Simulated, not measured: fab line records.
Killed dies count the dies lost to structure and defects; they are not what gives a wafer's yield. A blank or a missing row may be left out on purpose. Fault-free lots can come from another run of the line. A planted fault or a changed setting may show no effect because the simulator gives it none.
Chamber matching	flow nand harc	3 sister chambers for NHARC_A_M0_PRE_CLEAN_31 on pecvd-02
The step time 12 s. 16 wafers are shown with their chamber, then 8 later ones without.

## WAFERS PAIRED WITH THEIR CHAMBERS
wafer	chamber	heater power w (W)
L077.2	0	586
L077.4	0	599
L077.5	2	593
L078.2	2	697
L078.5	2	700
L078.6	0	584
L079.3	1	558
L079.5	2	668
L079.6	1	577
L082.2	1	509
L082.4	1	513
L082.6	2	595
L087.2	0	596
L087.5	1	587
L087.6	2	670
L089.1	2	674

SIGNATURES (means of the wafers above)
reading	chamber 0	chamber 1	chamber 2	scatter within a chamber
heater power w	591.25	548.80	656.71	36.5
Rule: a wafer's distance from a chamber is the root of the sum, over the readings, of the square of ((its reading less the chamber's mean) divided by the reading's scatter). The wafer belongs to the nearest chamber; if the next one is less than 2 further off, it can't be placed. The scatter is the square root of a quotient: the sum, over the shown wafers, of each reading's squared deviation from its chamber's mean, divided by wafers minus chambers.

## WAFERS WHOSE CHAMBER IS MISSING
wafer	heater power w (W)
L089.2	496
L089.5	681
L093.1	592
L093.2	516
L093.6	573
L097.1	608
L097.3	595
L097.6	659

## WHICH CHAMBER EACH WENT THROUGH
wafer	from the rows above	in truth
L089.2	can't be placed: 1 or 0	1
L089.5	can't be placed: 2 or 0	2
L093.1	can't be placed: 0 or 1 or 2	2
L093.2	can't be placed: 1 or 0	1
L093.6	can't be placed: 0 or 1 or 2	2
L097.1	can't be placed: 0 or 2 or 1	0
L097.3	can't be placed: 0 or 1 or 2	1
L097.6	can't be placed: 2 or 0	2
Placed correctly: 0 of 8. Cannot be placed on the basis of these rows: 8; the candidates contain the true chamber in 8. Wrongly placed: 0.
